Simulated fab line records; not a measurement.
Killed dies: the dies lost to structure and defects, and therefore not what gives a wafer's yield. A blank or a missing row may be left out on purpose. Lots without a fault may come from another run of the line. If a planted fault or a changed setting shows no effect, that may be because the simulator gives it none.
Chamber matching -- flow nand_harc -- NHARC_P_M2_ETCH_35 on rie_diel-10: 4 sister chambers
The step etches the open film in N2/H2, target depth 40 nm, overetch 12 nm, time 43.94 s. 18 wafers are shown with their chamber, then 9 later ones without.

EACH WAFER AND ITS CHAMBER
wafer,chamber,showerhead_plenum_p_Torr (Torr),drypump_motor_current_A (A),rf_vpp_V (V)
L074.1,2,1.90,5.3,426
L074.3,3,1.94,5.5,428
L074.5,0,2.12,5.3,432
L078.1,3,1.94,5.5,426
L078.4,2,1.90,5.3,428
L078.6,3,1.94,5.5,428
L080.1,2,1.90,5.3,428
L080.4,0,2.11,5.3,433
L080.5,3,1.94,5.5,428
L082.1,3,1.94,5.5,426
L082.3,0,2.11,5.3,434
L082.4,2,1.90,5.3,426
L082.2,1,2.00,6.7,430
L082.5,2,1.90,5.3,428
L082.6,3,1.94,5.5,426
L083.4,3,1.94,5.5,427
L083.5,1,2.00,6.8,430
L083.6,0,2.11,5.3,432

SIGNATURES, as means of the wafers listed above
reading,chamber 0,chamber 1,chamber 2,chamber 3,scatter within a chamber
showerhead_plenum_p_Torr,2.1125,2.0000,1.9000,1.9400,0.00231
drypump_motor_current_A,5.300,6.750,5.300,5.500,0.0189
rf_vpp_V,432.75,430.00,427.20,427.00,0.984
Rule: for a wafer and a chamber, the distance is found by dividing, reading by reading, the gap between the wafer's reading and the chamber's mean by the reading's scatter, squaring, summing and taking the root. The wafer belongs to the nearest chamber; if the next one is less than 2 further off, it can't be placed. The scatter: take each reading less its chamber's mean, square it, sum over the shown wafers, divide by the number of wafers less the number of chambers, and take the root.

WAFERS WHOSE CHAMBER IS MISSING
wafer,showerhead_plenum_p_Torr (Torr),drypump_motor_current_A (A),rf_vpp_V (V)
L091.2,2.00,6.7,429
L091.4,2.11,5.3,433
L091.5,1.93,5.6,427
L092.4,1.90,5.3,427
L092.5,2.00,6.7,429
L092.6,1.90,5.3,427
L097.1,1.93,5.5,426
L097.4,1.90,5.3,426
L097.5,1.93,5.5,428

THE CHAMBER EACH PASSED THROUGH
wafer,from the rows above,in truth
L091.2,1,1
L091.4,0,0
L091.5,3,3
L092.4,2,2
L092.5,1,1
L092.6,2,2
L097.1,3,3
L097.4,2,2
L097.5,3,3
Correct placement for 9 of the 9. Can't be placed from these rows: 0. Number placed wrongly: 0.
